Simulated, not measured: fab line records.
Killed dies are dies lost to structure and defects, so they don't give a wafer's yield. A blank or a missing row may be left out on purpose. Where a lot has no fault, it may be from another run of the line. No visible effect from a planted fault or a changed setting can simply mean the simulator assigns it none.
fab line records	flow n5Finfet
record: lots: 11	wafers: 33	lastDay: 18
route steps=1938 shown BEOL_M11@1568 PASSIVATION@1936
lots that met no fault: taken from a fault-free run of the same line
startH: hours from the record's first day to the start of the lot's first wafer shown	waitH: hours elapsed since this lot's preceding step	" as in the row above	L1.1+2: a single row standing in for several wafers	- value missing, or start not given	* or withheld: withheld	< > ~ a bound
route shown NAME@n: names a module that has steps shown in the file, with the first one's number in the route	usual: mean/standard deviation taken from wafers without a fault	same: alike in all rows	chamber/n: place in a boat	sites: the reading at each site	_std_site: standard deviation of those values	_edge_site: inner sites' mean taken away from outer sites' mean	radiusMm: for every site, how far away it sits from the centre of the wafer	mask NAME#n: copy n	behind: the most recent tool/chamber to have shaped the wafer	hold: why the lot went on hold/how many hours it stayed there/how the hold came to an end	device: which transistor (n, p or np) failed to switch	end of line: the tests these same wafers got at the end of their route	a step with no rows: only its recipe	killed: dies that structure and defects cost at the first sort, which is not the same as the wafer's yield	map: dies across one wafer; x = killed, . = not, _ = none there
set.NAME: setting as actually run; set.NAME@STEP: the setting as run at that earlier step	model.NAME: the simulator's own value behind a step, which no gauge read
route steps across a sampled set of lots; one table per step, one row per wafer
services: from which hour (startH, from the record's first day; less than 0 if before it) a tool's chamber was out of use, for how many hours, and why
== steps ==
step: N5_BEOL_M11_CD_MEAS_28
recipe: targetCdNm: 70	landingEnergyEv: 500	detector: seInlens	polarity: opening
usual: cdNm: 71.4/1.3
lot.wafer	tool	chamber	startH	waitH	cdNm
L969.1	cdSem-02	0	225.10	-	73.1
L969.4	"	0	"	"	73.1
L969.6	"	0	"	"	70.8
L970.2	cdSem-03	0	237.67	-	70.7
L970.3	"	0	"	"	72.0
L970.4	"	0	"	"	70.4
L971.3	cdSem-01	0	249.22	-	71.1
L971.4	"	0	"	"	70.8
L971.6	"	0	"	"	70.0
L974.2	cdSem-02	0	260.48	-	72.8
L974.4	"	0	"	"	73.5
L974.6	"	0	"	"	70.4
L973.1	cdSem-01	0	268.90	-	73.1
L973.2	"	0	"	"	72.0
L973.3	"	0	"	"	72.0
L976.1	cdSem-02	0	280.84	-	70.9
L976.3	"	0	"	"	71.8
L976.6	"	0	"	"	68.1
L977.1	cdSem-03	0	284.91	-	73.4
L977.2	"	0	"	"	72.9
L977.5	"	0	"	"	70.4
L979.2	cdSem-03	0	291.88	-	69.5
L979.4	"	0	"	"	72.2
L979.6	"	0	"	"	70.8
L978.4	cdSem-02	0	302.55	-	72.8
L978.5	"	0	"	"	71.0
L978.6	"	0	"	"	72.9
L989.2	cdSem-01	0	365.48	-	70.1
L989.3	"	0	"	"	70.0
L989.5	"	0	"	"	71.4
L990.2	cdSem-01	0	373.37	-	72.6
L990.4	"	0	"	"	70.3
L990.5	"	0	"	"	70.2
step: N5_BEOL_M11_STRIP_36
recipe: chemistry: N2/H2	powerW: 450	tempC: 40	pressureMtorr: 20	rfFrequencyHz: 6e+07	overashFraction: 0.3	biasPowerW: 7	h2Frac: 0.5	n2FlowSccm: 200	h2FlowSccm: 200
usual: drypumpMotorCurrentA: 5.9/0.46	oesProductAu: 0.78/0.097	rfVppV: 59.2/1.7	showerheadPlenumPTorr: 2.52/0.11	throttleValvePct: 23.7/0.33
same: overashFraction: 0.3
lot.wafer	tool	chamber	startH	waitH	drypumpMotorCurrentA	oesProductAu	rfHoursCounterH	rfVppV	showerheadPlenumPTorr	throttleValvePct
L969.1	rieDiel-01	1	225.46	0.0	5.5	0.92	11	58.7	2.57	23.4
L969.4	"	2	"	"	5.4	0.72	-	58.6	2.63	23.8
L969.6	"	0	"	"	5.5	0.69	-	57.1	2.51	24.0
L970.2	rieDiel-01	1	238.19	0.0	5.5	0.94	15	55.2	2.57	23.4
L970.3	"	3	"	"	5.3	0.76	153	60.7	2.57	24.6
L970.4	"	0	"	"	5.5	0.68	241	59.1	2.51	24.0
L971.3	rieDiel-01	2	249.63	0.0	5.4	0.71	207	58.0	2.63	23.8
L971.4	"	0	"	"	5.5	0.69	245	58.5	2.51	24.0
L971.6	"	0	"	"	5.5	0.68	-	57.4	2.51	24.0
L974.2	rieDiel-01	1	260.84	0.0	5.5	0.91	21	59.0	2.57	23.5
L974.4	"	2	"	"	5.4	0.70	210	58.0	2.63	23.8
L974.6	"	0	"	"	5.5	0.68	-	62.9	2.51	24.0
L973.1	rieDiel-03	0	269.60	0.0	5.7	0.73	182	58.1	2.63	24.2
L973.2	"	3	"	"	5.8	0.76	139	57.1	2.46	23.5
L973.3	"	1	"	"	6.8	0.65	224	58.7	2.40	23.8
L976.1	rieDiel-06	3	281.20	0.0	5.9	0.74	156	56.5	2.33	23.5
L976.3	"	0	"	"	6.5	0.71	215	57.9	2.42	23.4
L976.6	"	3	"	"	5.9	0.75	-	58.0	2.33	23.5
L977.1	rieDiel-06	3	285.26	0.0	5.9	0.74	157	57.7	2.33	23.5
L977.2	"	0	"	"	6.5	0.72	216	58.2	2.42	23.3
L977.5	"	3	"	"	5.9	0.76	-	59.0	2.33	23.5
L979.2	rieDiel-03	2	292.24	0.0	6.3	0.67	235	58.7	2.61	23.5
L979.4	"	1	"	"	6.7	0.67	231	56.8	2.39	23.9
L979.6	"	2	"	"	6.2	0.68	-	58.6	2.61	23.5
L978.4	rieDiel-06	0	303.07	0.0	6.5	0.72	221	57.2	2.41	23.4
L978.5	"	0	"	"	6.5	0.72	-	61.8	2.42	23.3
L978.6	"	1	"	"	6.5	0.84	-	60.5	2.69	23.6
L989.2	rieDiel-03	1	366.17	0.0	6.8	0.64	253	58.7	2.38	23.8
L989.3	"	3	"	"	5.9	0.73	167	58.5	2.44	23.5
L989.5	"	0	"	"	5.8	0.72	-	61.9	2.62	24.2
L990.2	rieDiel-06	3	373.73	0.0	5.9	0.73	184	58.2	2.32	23.5
L990.4	"	3	"	"	5.9	0.74	-	60.9	2.32	23.6
L990.5	"	0	"	"	6.5	0.71	-	61.1	2.41	23.4
step: N5_BEOL_M11_CVD_75
recipe: material: Co	targetThkA: 20	tempC: withheld	precursor: CCTBA/H2	pressureTorr: 30	timeS: 138.9
usual: chamberPressureTorr: 30.01/0.072	runLengthS: 162.0/0.58
lot.wafer	tool	chamber	startH	waitH	chamberPressureTorr	runLengthS
L969.1	cvdCo-02	0	227.19	0.0	30.07	162.2
L969.4	"	2	"	"	29.93	162.5
L969.6	"	0	"	"	29.92	162.4
L970.2	cvdCo-01	0	239.72	0.0	30.00	162.5
L970.3	"	1	"	"	30.00	161.9
L970.4	"	1	"	"	30.01	162.1
L971.3	cvdCo-02	2	251.70	0.4	30.09	161.5
L971.4	"	0	"	"	30.06	162.2
L971.6	"	1	"	"	29.92	161.7
L974.2	cvdCo-01	1	262.42	0.2	30.01	161.6
L974.4	"	0	"	"	29.99	162.9
L974.6	"	1	"	"	30.04	162.1
L973.1	cvdCo-01	1	272.56	0.0	29.94	161.5
L973.2	"	0	"	"	30.02	162.4
L973.3	"	2	"	"	30.03	161.0
L976.1	cvdCo-02	2	282.70	0.0	30.06	161.6
L976.3	"	1	"	"	30.01	162.1
L976.6	"	2	"	"	29.94	161.6
L977.1	cvdCo-02	0	286.72	0.0	29.95	162.9
L977.2	"	1	"	"	29.93	161.8
L977.5	"	1	"	"	30.04	161.8
L979.2	cvdCo-02	0	293.61	0.0	29.98	162.0
L979.4	"	0	"	"	29.92	162.4
L979.6	"	1	"	"	30.01	127.4
L978.4	cvdCo-02	1	304.61	0.2	29.97	162.2
L978.5	"	0	"	"	29.98	162.7
L978.6	"	2	"	"	30.09	127.9
L989.2	cvdCo-01	2	368.92	0.2	29.92	161.1
L989.3	"	1	"	"	29.92	161.9
L989.5	"	1	"	"	30.06	161.7
L990.2	cvdCo-01	2	375.52	0.3	29.89	160.8
L990.4	"	2	"	"	30.13	160.8
L990.5	"	0	"	"	29.97	163.1
step: N5_BEOL_M11_RS_MEAS_57
recipe: thkMeasGauge: four-point-probe	reads: Cu_of_BEOL_M11_ECD_50+Co_of_BEOL_M11_CVD_75+TaN_of_BEOL_M11_ALD_74
usual: M11_RS: 0.151/0.0045
lot.wafer	tool	chamber	startH	waitH	M11_RS[ohm/sq]
L969.1	filmMetro-02	-	228.35	0.0	0.150
L969.4	"	-	"	"	0.157
L969.6	"	-	"	"	0.159
L970.2	filmMetro-01	-	241.12	0.0	0.151
L970.3	"	-	"	"	0.152
L970.4	"	-	"	"	0.157
L971.3	filmMetro-01	-	254.91	0.0	0.159
L971.4	"	-	"	"	0.158
L971.6	"	-	"	"	0.157
L974.2	filmMetro-01	-	263.88	0.0	0.147
L974.4	"	-	"	"	0.155
L974.6	"	-	"	"	0.154
L973.1	filmMetro-01	-	274.41	0.0	0.156
L973.2	"	-	"	"	0.157
L973.3	"	-	"	"	0.160
L976.1	filmMetro-01	-	284.26	0.0	0.150
L976.3	"	-	"	"	0.147
L976.6	"	-	"	"	0.148
L977.1	filmMetro-01	-	289.30	0.0	0.151
L977.2	"	-	"	"	0.146
L977.5	"	-	"	"	0.148
L979.2	filmMetro-01	-	295.46	0.1	0.156
L979.4	"	-	"	"	0.156
L979.6	"	-	"	"	0.158
L978.4	filmMetro-01	-	305.84	0.0	0.148
L978.5	"	-	"	"	0.149
L978.6	"	-	"	"	0.156
L989.2	filmMetro-01	-	370.23	0.0	0.153
L989.3	"	-	"	"	0.149
L989.5	"	-	"	"	0.154
L990.2	filmMetro-01	-	376.85	0.0	0.148
L990.4	"	-	"	"	0.152
L990.5	"	-	"	"	0.143
step: N5_PASSIVATION_PROBE_49
usual: defectLimitedYield: 91.2/1.6	killed_at_M0_to_M3: 34/11	killed_at_M4_up: 13/5.2	killedAtContacts: 13/6.3	killedAtFrontEnd: 40/14	killedAtOther: 3.2/2.4	killedDies: 104/19	killedOpen: 69/14	killedShort: 32/7.5	sort_bin_5_function: 5.3/1.1	sort_bin_6_memory: 3.2/0.73	sort_bin_8_speed: 0.01/0.038	sortNPass: 1076/19	sortYieldPct: 91.2/1.6
same: grossDies: 1180	killedAtBackSide: 0	sort_bin_4_leakage[%]: 0
lot.wafer	tool	chamber	startH	waitH	defectLimitedYield[%]	killed_at_M0_to_M3	killed_at_M4_up	killedAtContacts	killedAtFrontEnd	killedAtOther	killedDies	killedOpen	killedShort	sort_bin_5_function[%]	sort_bin_6_memory[%]	sort_bin_8_speed[%]	sortNPass	sortYieldPct[%]
L979.2	prober-02	-	335.71	0.1	90.3	29	23	6	53	4	115	80	35	5.6	3.6	0	1065	90.3
L979.4	prober-02	-	335.81	0.2	90.5	33	15	22	37	5	112	76	35	6.5	2.4	0	1068	90.5
L979.6	prober-02	-	335.91	0.3	90.8	26	20	12	47	4	109	78	27	5.6	3.6	0	1071	90.8
killed by level:class
L979.2 STI_FIN_REVEAL:geometricParticle:open=15 FIN_SAQP:geometricParticle:open=11 BEOL_M2:geometricParticle:open=7 BEOL_M4:geometricParticle:open=7 FIN_SAQP:geometricParticle:short=6 MOL_CONTACT_COAG:geometricParticle:open=6 BEOL_M0_SAQP:geometricParticle:short=6 BEOL_M0_SAQP:geometricParticle:open=6
L979.4 MOL_CONTACT_COAG:geometricParticle:open=18 BEOL_M0_SAQP:geometricParticle:open=15 BEOL_M4:geometricParticle:open=8 FIN_SAQP:geometricParticle:short=7 STI_FIN_REVEAL:geometricParticle:open=7 BEOL_M0_SAQP:geometricParticle:short=7 FIN_SAQP:geometricParticle:open=4 STI_FIN_REVEAL:geometricParticle:short=4
L979.6 STI_FIN_REVEAL:geometricParticle:open=12 BEOL_M4:geometricParticle:open=12 BEOL_M0_SAQP:geometricParticle:open=11 FIN_SAQP:geometricParticle:open=10 DUMMY_GATE:geometricParticle:open=9 MOL_CONTACT_COAG:geometricParticle:open=7 BEOL_M0_SAQP:geometricParticle:short=7 MOL_CONTACT_COAG:geometricParticle:short=5
== services ==
tool	chamber	startH	hours	kind
rieDiel-01	3	207.40	19.4	repair
cvdCo-01	-	225.40	8.7	repair
cvdCo-01	1	243.35	14.7	repair
cvdCo-01	2	245.00	16.6	repair
cvdCo-02	-	261.34	3.8	pm
rieDiel-01	0	267.70	-	clean
rieDiel-01	0	267.70	-	consumableReplace:focusRing
rieDiel-01	0	267.70	39.1	scheduledDown
rieDiel-01	0	267.70	39.1	ventCycle
cvdCo-01	-	276.75	1.3	repair
rieDiel-01	1	293.98	4.3	repair
rieDiel-03	-	297.78	2.8	pm
cvdCo-01	1	333.33	-	clean
cvdCo-01	1	333.33	22.0	scheduledDown
cvdCo-01	1	333.33	22.0	ventCycle
rieDiel-01	-	333.66	2.8	pm
rieDiel-03	2	348.96	-	clean
rieDiel-03	2	348.96	-	consumableReplace:focusRing
rieDiel-03	2	348.96	17.4	scheduledDown
rieDiel-03	2	348.96	17.4	ventCycle
rieDiel-03	1	366.36	-	clean
rieDiel-03	1	366.36	-	consumableReplace:focusRing
rieDiel-03	1	366.36	-	consumableReplace:showerhead
rieDiel-06	2	371.77	13.6	repair
== key ==
firstSign: step: N5_BEOL_M11_CVD_75	reading: runLengthS	direction: down	sigmas: 60	usual: *	struck: *
effect none on later readings
metAt N5_BEOL_M11_CVD_75
struckLots L978,L979
struckWafers L978.6,L979.6
notActingAt N5_BEOL_M11_CD_MEAS_28,N5_BEOL_M11_STRIP_36,N5_BEOL_M11_RS_MEAS_57
onsetBetween 286.72 293.61
fault: kind: processParameterDrift	tool: cvdCo-02	chamber: -	onsetH: 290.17	steps: N5_BEOL_M11_CVD_75	channel: timeS	offset: *	shape: step	endH: 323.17	scope: struckWafersOnly	actsIn: *	stated: *
